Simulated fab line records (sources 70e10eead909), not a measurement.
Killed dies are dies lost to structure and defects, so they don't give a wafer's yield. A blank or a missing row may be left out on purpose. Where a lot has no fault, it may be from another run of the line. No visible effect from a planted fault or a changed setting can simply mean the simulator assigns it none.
Chamber matching -- flow nand harc -- NHARC_A_STAIRCASE_CMP_152 on cmp-04 has 4 sister chambers
The step polishes. 8 wafers are shown with their chamber, then 7 later ones without.

== WAFERS, EACH WITH ITS CHAMBER ==
wafer,chamber,motor current A (A),retaining ring pressure frac
L080.1,3,13.9,0.998
L083.2,1,12.9,0.998
L086.1,1,12.5,1.002
L086.3,3,13.9,1.000
L086.4,0,10.6,1.000
L089.1,0,10.1,1.001
L089.3,2,13.0,0.999
L090.2,2,13.2,1.005

== WAFERS MISSING THEIR CHAMBER ==
wafer,motor current A (A),retaining ring pressure frac
L090.3,13.6,0.996
L092.4,12.9,1.004
L094.1,14.2,0.997
L094.3,10.5,0.997
L094.4,12.6,1.002
L097.1,14.0,1.002
L097.2,12.6,1.005

== WHICH CHAMBER EACH WENT THROUGH ==
wafer,from the rows above,in truth
L090.3,can't be placed: 3 or 2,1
L092.4,can't be placed: 2 or 1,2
L094.1,3,3
L094.3,0,0
L094.4,can't be placed: 1 or 2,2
L097.1,3,3
L097.2,can't be placed: 1 or 2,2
Placed correctly: 3 of 7. Cannot be placed on the basis of these rows: 4; the candidates contain the true chamber in 3. Wrongly placed: 0.
How it was worked out, from the rows above alone: a wafer's distance from a chamber is the root of the sum, over the readings, of the square of ((its reading less the chamber's mean) divided by the reading's scatter). The wafer belongs to the nearest chamber; if the next one is less than 2 further off, it can't be placed. For every chamber, the mean is computed from those of its wafers that are shown. The scatter is the square root of a quotient: the sum, over the shown wafers, of each reading's squared deviation from its chamber's mean, divided by wafers minus chambers.
